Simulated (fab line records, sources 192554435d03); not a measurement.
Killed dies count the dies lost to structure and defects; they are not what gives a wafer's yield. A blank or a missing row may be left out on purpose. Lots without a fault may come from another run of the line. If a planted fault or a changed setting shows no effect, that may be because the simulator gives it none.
Matching of chambers + flow n5Finfet + rieDiel-02 running N5_BEOL_M5_ETCH_62: 4 sister chambers
The step etches SOC in N2/H2, target depth 75 nm, overetch 15 nm, time 112.5 s. 27 wafers are shown with their chamber, then 12 later ones without.

== EACH WAFER AND ITS CHAMBER ==
| wafer  | chamber | drypumpMotorCurrentA (A) | showerheadPlenumPTorr (Torr) | throttleValvePct (%) |
|--------|---------|--------------------------|------------------------------|----------------------|
| L074.1 | 1       | 5.4                      | 2.58                         | 17.46                |
| L074.2 | 0       | 5.1                      | 2.52                         | 18.17                |
| L074.3 | 3       | 6.6                      | 2.71                         | 17.66                |
| L074.4 | 2       | 6.6                      | 2.61                         | 17.47                |
| L074.5 | 1       | 5.4                      | 2.58                         | 17.44                |
| L074.6 | 0       | 5.1                      | 2.52                         | 18.15                |
| L075.1 | 0       | 5.1                      | 2.51                         | 18.18                |
| L075.4 | 2       | 6.6                      | 2.61                         | 17.51                |
| L075.5 | 1       | 5.4                      | 2.58                         | 17.48                |
| L077.1 | 3       | 6.6                      | 2.71                         | 17.69                |
| L077.2 | 1       | 5.4                      | 2.58                         | 17.47                |
| L077.4 | 0       | 5.1                      | 2.51                         | 18.19                |
| L080.2 | 0       | 5.1                      | 2.51                         | 18.18                |
| L080.3 | 2       | 6.6                      | 2.61                         | 17.50                |
| L080.4 | 3       | 6.6                      | 2.71                         | 17.69                |
| L079.1 | 2       | 6.6                      | 2.61                         | 17.51                |
| L079.3 | 0       | 5.2                      | 2.51                         | 18.18                |
| L079.5 | 1       | 5.4                      | 2.57                         | 17.47                |
| L082.2 | 0       | 5.1                      | 2.51                         | 18.20                |
| L082.3 | 3       | 6.6                      | 2.71                         | 17.68                |
| L082.6 | 0       | 5.1                      | 2.51                         | 18.19                |
| L084.1 | 0       | 5.1                      | 2.51                         | 18.21                |
| L084.2 | 3       | 6.6                      | 2.71                         | 17.71                |
| L084.5 | 2       | 6.6                      | 2.60                         | 17.52                |
| L087.2 | 1       | 5.4                      | 2.57                         | 17.51                |
| L087.4 | 3       | 6.6                      | 2.70                         | 17.73                |
| L087.6 | 3       | 6.6                      | 2.70                         | 17.70                |

SIGNATURES (means of the wafers above)
| reading               | chamber 0 | chamber 1 | chamber 2 | chamber 3 | scatter within a chamber |
|-----------------------|-----------|-----------|-----------|-----------|--------------------------|
| drypumpMotorCurrentA  | 5.111     | 5.400     | 6.600     | 6.600     | 0.0197                   |
| showerheadPlenumPTorr | 2.5122    | 2.5767    | 2.6080    | 2.7071    | 0.00472                  |
| throttleValvePct      | 18.1833   | 17.4717   | 17.5020   | 17.6943   | 0.0204                   |
Rule: for each reading, subtract the chamber's mean from the wafer's reading, divide by that reading's scatter and square the result; add these up over the readings and take the root, which gives the wafer's distance from the chamber. The wafer belongs to the nearest chamber; if the next one is less than 2 further off, it can't be placed. The scatter: the root of (the sum of the squares of (reading less its chamber's mean) over the shown wafers, divided by (wafers less chambers)).

== WAFERS WITH NO CHAMBER GIVEN ==
| wafer  | drypumpMotorCurrentA (A) | showerheadPlenumPTorr (Torr) | throttleValvePct (%) |
|--------|--------------------------|------------------------------|----------------------|
| L091.4 | 5.4                      | 2.57                         | 17.50                |
| L091.5 | 5.1                      | 2.50                         | 18.22                |
| L091.6 | 5.4                      | 2.57                         | 17.52                |
| L090.1 | 5.5                      | 2.57                         | 17.51                |
| L090.2 | 6.6                      | 2.60                         | 17.53                |
| L090.6 | 5.1                      | 2.50                         | 18.23                |
| L093.1 | 6.6                      | 2.70                         | 17.73                |
| L093.3 | 5.2                      | 2.50                         | 18.25                |
| L093.4 | 5.4                      | 2.56                         | 17.51                |
| L097.1 | 6.6                      | 2.69                         | 17.76                |
| L097.4 | 6.6                      | 2.59                         | 17.58                |
| L097.6 | 5.4                      | 2.56                         | 17.53                |

== CHAMBER TAKEN BY EACH ==
| wafer  | from the rows above | in truth |
|--------|---------------------|----------|
| L091.4 | 1                   | 1        |
| L091.5 | 0                   | 0        |
| L091.6 | 1                   | 1        |
| L090.1 | 1                   | 1        |
| L090.2 | 2                   | 2        |
| L090.6 | 0                   | 0        |
| L093.1 | 3                   | 3        |
| L093.3 | 0                   | 0        |
| L093.4 | 1                   | 1        |
| L097.1 | 3                   | 3        |
| L097.4 | 2                   | 2        |
| L097.6 | 1                   | 1        |
Correctly placed: 12 of 12. Number that these rows cannot place: 0. Placed wrongly: 0.
